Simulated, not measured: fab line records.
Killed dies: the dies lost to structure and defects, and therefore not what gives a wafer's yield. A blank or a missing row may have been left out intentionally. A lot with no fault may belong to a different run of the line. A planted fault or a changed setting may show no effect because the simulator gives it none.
The same fault as seen by 2 desks -- flow n5-finfet -- numbers are kept per desk, each desk with only its own; the story behind them comes last

METROLOGY DESK
Lot by lot, what the gauges showed, no matter which tool ran the lot: averages of those sampled wafers that carry a number. Marked OUT: a lot whose mean sits more than 4 standard deviations from the usual mean, which makes it out of limits; the brackets give that distance. Shown are 7 of the 26 readings it has, namely the first that went out of limits plus those furthest out on some lot.
Columns: A = trench-depth-nm at N5_BEOL_M14_OCD_MEAS_35, usual 553 nm; B = M14_THK at N5_BEOL_M14_THK_MEAS_50, usual 540 nm; C = M14_RS at N5_BEOL_M14_RS_MEAS_54, usual 0.0335 ohm/sq; D = COMB_M5 at N5_BEOL_M15_RC_MEAS_101, usual 3.6e-11 S/m; E = SERP_M12 at N5_BEOL_M15_RC_MEAS_101, usual 0.636 ohm/um; F = SERP_M14 at N5_BEOL_M15_RC_MEAS_101, usual 0.162 ohm/um; G = SERP_M14_max_site at N5_BEOL_M15_RC_MEAS_101, usual 0.164 ohm/um
lot,first seen here,A,B,C,D,E,F,G
L857,day 11 10:43,555,544,0.0334,3.7e-11,0.621,0.162,0.165
L858,day 11 16:14,548,538,0.0339,3.3e-11,0.675,0.164,0.167
L859,day 11 16:38,616 (+6.9) OUT,599 (+6.5) OUT,0.0301 (-5.9) OUT,3.2e-11,0.647,0.146 (-5.0) OUT,0.149 (-4.6) OUT
L863,day 13 00:14,559,538,0.0331,5.5e-11,0.634,0.158,0.160
L871,day 15 01:42,558,544,0.0333,3.3e-11,0.646,0.163,0.165
L875,day 15 23:04,555,543,0.0333,2.7e-11,0.643,0.158,0.160
L876,day 16 08:23,562,548,0.0331,2.8e-11,0.630,0.159,0.161
This desk finds L859 out of limits, L859 being first, at day 11 17:35 (trench-depth-nm at N5_BEOL_M14_OCD_MEAS_35). Within limits: L857, L858, L863, L871, L875, L876.

AT THE TOOL OWNER'S DESK: rie-diel-03
The tool's own readings at N5_BEOL_M14_TRENCH_ETCH_34 (etches SiO2 in C4F8/O2/Ar, target depth 556.65 nm, time 126.9 s): means of the sampled wafers that have a number, for each lot that ran on this tool. Marked OUT: a lot whose mean sits more than 4 standard deviations from the usual mean, which makes it out of limits; the brackets give that distance.
Columns: A = drypump-motor-current-A at N5_BEOL_M14_TRENCH_ETCH_34, usual 5.6 A; B = oes-product-au at N5_BEOL_M14_TRENCH_ETCH_34, usual 0.81 a.u.; C = rf-vpp-V at N5_BEOL_M14_TRENCH_ETCH_34, usual 2250 V; D = showerhead-plenum-p-Torr at N5_BEOL_M14_TRENCH_ETCH_34, usual 3.41 Torr; E = throttle-valve-pct at N5_BEOL_M14_TRENCH_ETCH_34, usual 30.8 %
lot,first seen here,A,B,C,D,E
L857,day 11 11:16,5.8,0.76,2264,3.43,30.9
L858,day 11 16:50,5.5,0.76,2228,3.49,31.0
L859,day 11 17:25,5.8,0.84,2277,3.35,31.0
This desk found nothing out of limits on any of the 3 lots.

TAKEN TOGETHER
An alarm was possible from the metrology desk at day 11 17:35, on L859.
The tool owner's desk saw nothing out of limits.
Tool owner's desk: L859 on record, inside its limits.
Every lot named ran N5_BEOL_M14_TRENCH_ETCH_34 on rie-diel-03.

WHAT THE SIMULATOR HAD INSERTED
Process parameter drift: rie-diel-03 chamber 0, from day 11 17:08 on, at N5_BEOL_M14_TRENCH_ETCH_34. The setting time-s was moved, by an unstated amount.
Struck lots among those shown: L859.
Time in hours between the start of the fault and the first out-of-limits reading at each desk: metrology desk, 0.
